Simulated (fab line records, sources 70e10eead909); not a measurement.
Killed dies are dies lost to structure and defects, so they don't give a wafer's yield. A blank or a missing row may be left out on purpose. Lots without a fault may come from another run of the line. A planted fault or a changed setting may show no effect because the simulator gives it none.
Chamber matching | flow nand_harc | NHARC_P_BONDPAD_CMP_32 on cmp-03: 4 sister chambers
The step polishes SiCN, target thk 200 nm. 16 wafers are shown with their chamber, then 8 later ones without.

WAFERS WITH THEIR CHAMBER
wafer  | chamber | motor_current_A (A) | slurry_filter_dp_kPa (kPa)
L074.3 | 3       | 12.3                | 13.77
L074.4 | 0       | 10.0                | 13.48
L074.5 | 3       | 12.6                | 13.25
L076.1 | 2       | 12.7                | 13.56
L076.3 | 0       | 10.4                | 13.70
L076.4 | 1       | 13.3                | 13.42
L078.1 | 0       | 10.1                | 13.43
L078.4 | 2       | 11.9                | 13.62
L078.6 | 1       | 13.3                | 13.42
L079.1 | 1       | 12.8                | 13.41
L079.2 | 3       | 12.4                | 13.67
L079.6 | 1       | 13.0                | 13.61
L081.1 | 0       | 9.9                 | 13.54
L081.3 | 2       | 12.8                | 13.49
L081.5 | 0       | 10.5                | 13.61
L090.3 | 1       | 12.9                | 13.59

SIGNATURES (means of the wafers above)
reading              | chamber 0 | chamber 1 | chamber 2 | chamber 3 | scatter within a chamber
motor_current_A      | 10.180    | 13.060    | 12.467    | 12.433    | 0.291
slurry_filter_dp_kPa | 13.5520   | 13.4900   | 13.5567   | 13.5633   | 0.143
Rule: a wafer's distance from a chamber is the root of the sum, over the readings, of the square of ((its reading less the chamber's mean) divided by the reading's scatter). The wafer belongs to the nearest chamber; if the next one is less than 2 further off, it can't be placed. The scatter: the root of (the sum of the squares of (reading less its chamber's mean) over the shown wafers, divided by (wafers less chambers)).

WAFERS WITHOUT THEIR CHAMBER
wafer  | motor_current_A (A) | slurry_filter_dp_kPa (kPa)
L090.4 | 10.1                | 13.53
L090.5 | 12.3                | 13.68
L092.1 | 12.1                | 13.43
L092.2 | 11.5                | 13.78
L092.6 | 11.8                | 13.21
L096.1 | 12.2                | 13.61
L096.2 | 11.9                | 13.36
L096.4 | 10.1                | 13.50

WHICH CHAMBER EACH WENT THROUGH
wafer  | from the rows above          | in truth
L090.4 | 0                            | 0
L090.5 | can't be placed: 3 or 2 or 1 | 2
L092.1 | can't be placed: 3 or 2 or 1 | 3
L092.2 | can't be placed: 3 or 2 or 0 | 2
L092.6 | can't be placed: 3 or 2 or 1 | 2
L096.1 | can't be placed: 3 or 2      | 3
L096.2 | can't be placed: 3 or 2 or 1 | 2
L096.4 | 0                            | 0
Placed correctly: 2 of 8. Can't be placed from these rows: 6 (the true chamber is among the candidates in 6). Placed wrongly: 0.
